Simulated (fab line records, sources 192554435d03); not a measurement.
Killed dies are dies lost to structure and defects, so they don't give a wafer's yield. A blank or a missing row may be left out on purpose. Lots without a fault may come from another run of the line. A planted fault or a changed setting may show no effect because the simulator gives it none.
Chamber matching | flow n5_finfet | N5_BEOL_M5_CO_CAP_78 on cvd_co-02: 3 sister chambers
The step material Co, precursor CCTBA/H2, target thk 2 nm, time 102.1 s. 3 wafers are shown with their chamber, then 12 later ones without.

WAFERS WITH THEIR CHAMBER
wafer  | chamber | heater_power_w (W)
L083.6 | 0       | 237
L092.3 | 2       | 237
L092.6 | 1       | 196

WAFERS WITHOUT THEIR CHAMBER
wafer  | heater_power_w (W)
L091.1 | 198
L091.2 | 234
L091.3 | 235
L091.4 | 194
L091.5 | 235
L091.6 | 238
L096.1 | 234
L096.2 | 239
L096.6 | 197
L097.1 | 239
L097.3 | 239
L097.5 | 241

WHICH CHAMBER EACH WENT THROUGH
wafer  | from the rows above     | in truth
L091.1 | 1                       | 1
L091.2 | can't be placed: 0 or 2 | 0
L091.3 | can't be placed: 0 or 2 | 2
L091.4 | 1                       | 1
L091.5 | can't be placed: 0 or 2 | 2
L091.6 | can't be placed: 0 or 2 | 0
L096.1 | can't be placed: 0 or 2 | 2
L096.2 | can't be placed: 0 or 2 | 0
L096.6 | 1                       | 1
L097.1 | can't be placed: 0 or 2 | 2
L097.3 | can't be placed: 0 or 2 | 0
L097.5 | can't be placed: 0 or 2 | 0
Placed correctly: 3 of 12. Can't be placed from these rows: 9 (the true chamber is among the candidates in 9). Placed wrongly: 0.
How it was worked out, from the rows above alone: a wafer's distance from a chamber is the root of the sum, over the readings, of the square of ((its reading less the chamber's mean) divided by the reading's scatter). The wafer belongs to the nearest chamber; if the next one is less than 2 further off, it can't be placed. A chamber's mean is the mean of its shown wafers. The scatter: with one shown wafer a chamber, the root of the mean of the squares of how far each hidden wafer lies from its nearest shown one.
